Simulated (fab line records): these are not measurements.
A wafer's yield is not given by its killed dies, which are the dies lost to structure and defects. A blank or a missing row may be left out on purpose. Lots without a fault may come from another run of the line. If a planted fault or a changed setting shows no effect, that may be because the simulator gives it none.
Split-lot study ; flow n5_finfet ; 7 lots, 21 wafers read, on a route of 1938 steps

## ON THE SPLIT
At N5_BEOL_M13_COAT_04 (resist thk 400 nm), the setting spin_rpm was moved away from the recipe's 1625 rpm on 6 of the 21 wafers read, by -7.7% to +3.1%. All remaining wafers had this setting at the recipe value.

## FROM THE SPLIT TO THE READING: what the file shows between them, 3 steps
- N5_BEOL_M13_EBR_06
- N5_BEOL_M13_SOFTBAKE_05: time 60 s
- N5_BEOL_M13_DESCUM_15: chemistry O2, time 7.9 s

## THE READING
coat_of_BEOL_M13_COAT_04.thk_nm (the simulator's own value, which no gauge read), in nm, at N5_BEOL_M13_ETCH_59 (etches BARC in N2/H2, target depth 89 nm, overetch 26.7 nm, time 67.9 s). The file does not state a usual value for it. Here, 15 wafers ran the recipe; their average is 318.1 nm with a standard deviation of 1.7 nm.

wafer;tool, chamber at the split;spin_rpm as run, rpm;against the recipe;coat_of_BEOL_M13_COAT_04.thk_nm, nm;against lot-mates on the recipe
L076.1;litho_track-05, 0;1625;recipe;318.8;-
L076.5;litho_track-05, 0;1625;recipe;316.6;-
L076.6;litho_track-05, 0;1625;recipe;317.4;-
L074.1;litho_track-02, 0;1625;recipe;317.2;-
L074.5;litho_track-02, 0;1544;-5.0%;325.8;+8.8
L074.6;litho_track-02, 0;1625;recipe;316.8;-
L084.1;litho_track-02, 0;1625;recipe;314.8;-
L084.3;litho_track-02, 0;1625;recipe;318.8;-
L084.6;litho_track-02, 0;1625;recipe;319.2;-
L085.1;litho_track-05, 0;1625;recipe;315.6;-
L085.5;litho_track-05, 0;1515;-6.8%;331.2;+15.6
L085.6;litho_track-05, 0;1515;-6.8%;331;+15.4
L087.1;litho_track-05, 0;1625;recipe;317.6;-
L087.2;litho_track-05, 0;1625;recipe;319.2;-
L087.3;litho_track-05, 0;1500;-7.7%;331.4;+13.0
L089.4;litho_track-02, 0;1676;+3.1%;310.6;-8.9
L089.5;litho_track-02, 0;1625;recipe;319.6;-
L089.6;litho_track-02, 0;1625;recipe;319.4;-
L094.2;litho_track-05, 0;1532;-5.7%;333.2;+12.7
L094.5;litho_track-05, 0;1625;recipe;321;-
L094.6;litho_track-05, 0;1625;recipe;320;-

THE FIT
A straight line over all 21 wafers: coat_of_BEOL_M13_COAT_04.thk_nm changes by -1.96 nm for each +1% of spin_rpm; r = -0.96; the points scatter about the line by 1.9 nm.
The same after taking each lot's own level away (the mean of its wafers on the recipe; 21 wafers): -2.11 nm for each +1%; r = -0.98; scatter 1.4 nm.
Per that fit: largest spin_rpm move, reading shift of 16 nm.
The span of the lots' own levels, 315.60 to 320.50 nm, comes to 2.9 times the standard deviation stated above.
So the lot-to-lot level changes the slope little: the two slopes agree.
Check: +17.1 nm against its lot-mates is what the line predicts for one of the wafers moved furthest among these (-7.7%) when that wafer is left out of the fit. Against them it came out at +13 nm.

## THE WHOLE CHAIN: every reading that the file lists as answering this split, in the file's order
step;what it does;reading;change (the file's fit);r (the file's)
N5_BEOL_M13_COAT_04;resist thk 400 nm;coat_of_BEOL_M13_COAT_04.thk_nm (the simulator's own value, which no gauge read);-2.13 nm for each +1% of the setting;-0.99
N5_BEOL_M13_ETCH_59;etches BARC in N2/H2, target depth 89 nm, overetch 26.7 nm, time 67.9 s;coat_of_BEOL_M13_COAT_04.thk_nm (the simulator's own value, which no gauge read);-2.03 nm for each +1% of the setting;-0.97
N5_BEOL_M13_VIA_ETCH_16;etches SiOC in C4F8/O2/Ar, target depth 921.7 nm;coat_of_BEOL_M13_COAT_04.thk_nm (the simulator's own value, which no gauge read);-1.69 nm for each +1% of the setting, in a fit together with time_s@BEOL_M13_ILD_DEP_00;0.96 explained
N5_BEOL_M13_STRIP_63;strips in N2/H2;strip_time_to_endpoint_s;withheld for each +1% of the setting, in a fit together with time_s@BEOL_M13_ILD_DEP_00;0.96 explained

## FILE'S OWN FIT
coat_of_BEOL_M13_COAT_04.thk_nm changes by -2.03 nm for each +1% of spin_rpm, r = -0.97.
